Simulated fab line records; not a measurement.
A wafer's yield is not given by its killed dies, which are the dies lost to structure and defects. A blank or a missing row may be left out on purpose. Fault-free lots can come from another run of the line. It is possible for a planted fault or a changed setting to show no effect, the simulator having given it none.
Split-lot study    flow n5 finfet    21 wafers read from 7 lots, route of 1938 steps

## THE SPLIT
At N5_PASSIVATION_PASS_ETCH_47 (etches SiNx in CF4/O2, target depth 770 nm, time 385 s), the setting time s was moved away from the recipe's 385 s on 6 of the 21 wafers read, by -21.2% to +12.8%. This setting was run at the recipe's value on the other wafers.

The reading comes from the split's own step.

## THE READING
etch.depth nm (the simulator's own value, which no gauge read), in nm, at N5_PASSIVATION_PASS_ETCH_47 (etches SiNx in CF4/O2, target depth 770 nm, time 385 s). The file does not state a usual value for it. Average 765.1 nm, standard deviation 11 nm, over the 15 wafers here run with the recipe.

wafer   tool, chamber at the split  time s as run, s  against the recipe  etch.depth nm, nm  against lot-mates on the recipe
L076.2  rie diel-04, 2              385               recipe              752.4              -
L076.4  rie diel-04, 0              303.2             -21.2%              621.5              -130.9
L076.6  rie diel-04, 2              303.2             -21.2%              596.1              -156.3
L082.1  rie diel-05, 2              385               recipe              773.5              -
L082.2  rie diel-05, 3              434.1             +12.8%              900.5              +136.8
L082.4  rie diel-05, 0              385               recipe              754                -
L085.2  rie diel-03, 3              385               recipe              771                -
L085.3  rie diel-03, 0              385               recipe              765.6              -
L085.5  rie diel-03, 2              430.7             +11.9%              839.9              +71.6
L090.1  rie diel-04, 3              385               recipe              787.1              -
L090.2  rie diel-04, 1              385               recipe              776.2              -
L090.6  rie diel-04, 1              385               recipe              781.5              -
L091.1  rie diel-03, 0,1            329               -14.5%              659.8              -99.6
L091.4  rie diel-03, 0,1            329               -14.5%              659.8              -99.6
L091.5  rie diel-03, 2              385               recipe              759.4              -
L096.3  rie diel-03, 0              385               recipe              763.7              -
L096.5  rie diel-03, 2              385               recipe              756.7              -
L096.6  rie diel-03, 3              385               recipe              775.1              -
L095.4  rie diel-05, 0              385               recipe              749.3              -
L095.5  rie diel-05, 1              385               recipe              750.9              -
L095.6  rie diel-05, 2              385               recipe              760.6              -
If several chambers appear in one row, that row covers several wafers at once and the file leaves open which wafer was in which chamber.

THE FIT
A straight line over all 21 wafers: etch.depth nm changes by +7.62 nm for each +1% of time s; r = +0.98; the points scatter about the line by 15 nm.
The same after taking each lot's own level away (the mean of its wafers on the recipe; 21 wafers): +7.2 nm for each +1%; r = +0.98; scatter 13 nm.
That fit puts the effect of the largest move of time s on the reading at 1.5e+02 nm.
From 752.40 to 781.60 nm: that is the span of the lots' own levels, equal to 2.6 times the standard deviation above.
Hence the lot-to-lot level has little effect on the slope; both slopes agree.
Check: with one of the wafers moved furthest among these (-21.2%) left out of the fit, the line predicts -158 nm for it against its lot-mates. Against them it came out at -131 nm.

## ADDITIONAL SPLITS CARRIED BY THESE WAFERS
Other splits were also applied to these wafers ahead of the reading. Each is held against what the fit with the lots' levels taken away leaves over:
other split on the same wafers  wafers away from the commonest value  r with etch.depth nm (lot level and that fit taken away)
N5_PASSIVATION_ETCH_15 bias w   4                                     -0.12

## THE WHOLE CHAIN: every reading that the file lists as answering this split, in the file's order
step                         what it does                                            reading                                                         change (the file's fit)                                                           r (the file's)
N5_PASSIVATION_PASS_ETCH_47  etches SiNx in CF4/O2, target depth 770 nm, time 385 s  etch.depth nm (the simulator's own value, which no gauge read)  +7.34 nm for each +1% of the setting                                              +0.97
N5_PASSIVATION_PROBE_49                                                              defect limited yield                                            not straight: 1.0 at the lowest setting, 90.7 at the recipe, 91.4 at the highest  not given
N5_PASSIVATION_PROBE_49                                                              killed dies                                                     not straight: 1168 at the lowest setting, 109 at the recipe, 102 at the highest   not given
N5_PASSIVATION_PROBE_49                                                              sort_bin_5_function                                             not straight: 95.6 at the lowest setting, 5.6 at the recipe, 5.2 at the highest   not given
N5_PASSIVATION_PROBE_49                                                              sort n pass                                                     not straight: 12 at the lowest setting, 1071 at the recipe, 1078 at the highest   not given

## FILE'S OWN FIT
etch.depth nm changes by +7.34 nm for each +1% of time s, r = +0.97.
